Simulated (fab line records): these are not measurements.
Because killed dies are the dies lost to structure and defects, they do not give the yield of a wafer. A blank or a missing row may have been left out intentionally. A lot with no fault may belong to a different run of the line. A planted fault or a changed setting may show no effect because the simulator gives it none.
Which tool was responsible?	flow n5Finfet	Sampling: 9 lots, 27 wafers, 5 of 1938 route steps

WHAT EACH GAUGE READ, for each wafer
N5_BEOL_M4_RC_MEAS_101.
lot	measured	on	DIBL_N (mV/V)
L488	day 11 20:04	prober-01	39.1 38.2 36.7
L490	day 13 01:20	prober-02	37.0 38.4 36.7
L494	day 14 01:37	prober-01	31.5 30.9 30.0
L495	day 13 15:51	prober-01	33.8 34.2 34.2
L496	day 14 05:34	prober-02	35.8 35.1 37.7
L501	day 14 17:44	prober-01	31.4 37.2 36.4
L502	day 15 19:12	prober-01	34.4 35.0 35.4
L507	day 16 04:26	prober-02	39.9 36.0 35.4
L508	day 17 10:15	prober-01	37.5 40.1 37.4

WHAT TOOL EACH LOT RAN ON (gives the tool, then ch and the chambers of the sampled wafers, and finally the start)
lot	N5_BEOL_M0_SAQP_ETCH_102	N5_BEOL_M0_SAQP_ETCH_107	N5_BEOL_M0_SAQP_ETCH_88	N5_BEOL_M0_SAQP_ETCH_73
L488	rieSi-04 ch 1,3, day 6 09:34	rieDiel-06 ch 0,2,3, day 6 10:11	rieDiel-06 ch 0,2, day 6 12:56	rieDiel-06 ch 0,2, day 6 12:57
L490	rieSi-05 ch 1,2,3, day 7 09:19	rieDiel-02 ch 0,3, day 7 10:10	rieDiel-02 ch 0,1,3, day 7 12:11	rieDiel-02 ch 0,1,3, day 7 12:12
L494	rieSi-02 ch 0,2,3, day 7 17:38	rieDiel-06 ch 0,1, day 7 18:25	rieDiel-06 ch 0,1, day 7 20:26	rieDiel-06 ch 0,1, day 7 20:28
L495	rieSi-04 ch 0,1,2, day 8 02:32	rieDiel-05 ch 0,1, day 8 03:20	rieDiel-05 ch 0,2, day 8 06:32	rieDiel-05 ch 0,2, day 8 06:33
L496	rieSi-04 ch 1,2,3, day 8 11:39	rieDiel-05 ch 0,1,2, day 8 12:32	rieDiel-06 ch 0,2,3, day 8 15:00	rieDiel-06 ch 0,2,3, day 8 15:01
L501	rieSi-04 ch 1,3, day 9 15:44	rieDiel-06 ch 1,2, day 9 16:21	rieDiel-05 ch 0,1,2, day 9 18:07	rieDiel-05 ch 0,1,2, day 9 18:08
L502	rieSi-04 ch 0,1, day 9 20:34	rieDiel-06 ch 1,2,3, day 9 21:21	rieDiel-06 ch 1,2,3, day 9 23:11	rieDiel-06 ch 1,2,3, day 9 23:13
L507	rieSi-04 ch 2,3, day 10 23:03	rieDiel-02 ch 0,3, day 10 23:40	rieDiel-02 ch 2,3, day 11 01:07	rieDiel-02 ch 2,3, day 11 01:08
L508	rieSi-04 ch 2,3, day 11 06:35	rieDiel-06 ch 0,1, day 11 07:13	rieDiel-05 ch 0,2,3, day 11 08:51	rieDiel-05 ch 0,2,3, day 11 08:52
- N5_BEOL_M0_SAQP_ETCH_102: etches SiO2 in CF4, target depth 4 nm, time 4.4 s.
- N5_BEOL_M0_SAQP_ETCH_107: etches SiNx in CH3F/O2, target depth 30 nm.
- N5_BEOL_M0_SAQP_ETCH_88: etches underlayer in N2/H2, target depth 6.5 nm, time 5.2 s.
- N5_BEOL_M0_SAQP_ETCH_73: etches SiARC in CF4, target depth 19.5 nm, time 32.5 s.

THE ANSWER, worked out from the rows above alone
Rule: what is usual is taken from the lots themselves. The widest of any qualifying gaps counts: lots, ordered by their means at a reading, are off when they make up no more than a third of the lots, leave a main group of 4 or more, and stand apart from it by 3 or more times the standard deviation of that group's means. A main group whose means are all the same, to the digits that the tables above print for the reading, isn't used. A lot without any number at a reading at which 4 lots or more have one is off too. All remaining lots with rows at the step are treated as sound.
Across all readings shown, no lot is off: no conclusion can be drawn from this.

WHAT WAS PUT IN BY THE SIMULATOR
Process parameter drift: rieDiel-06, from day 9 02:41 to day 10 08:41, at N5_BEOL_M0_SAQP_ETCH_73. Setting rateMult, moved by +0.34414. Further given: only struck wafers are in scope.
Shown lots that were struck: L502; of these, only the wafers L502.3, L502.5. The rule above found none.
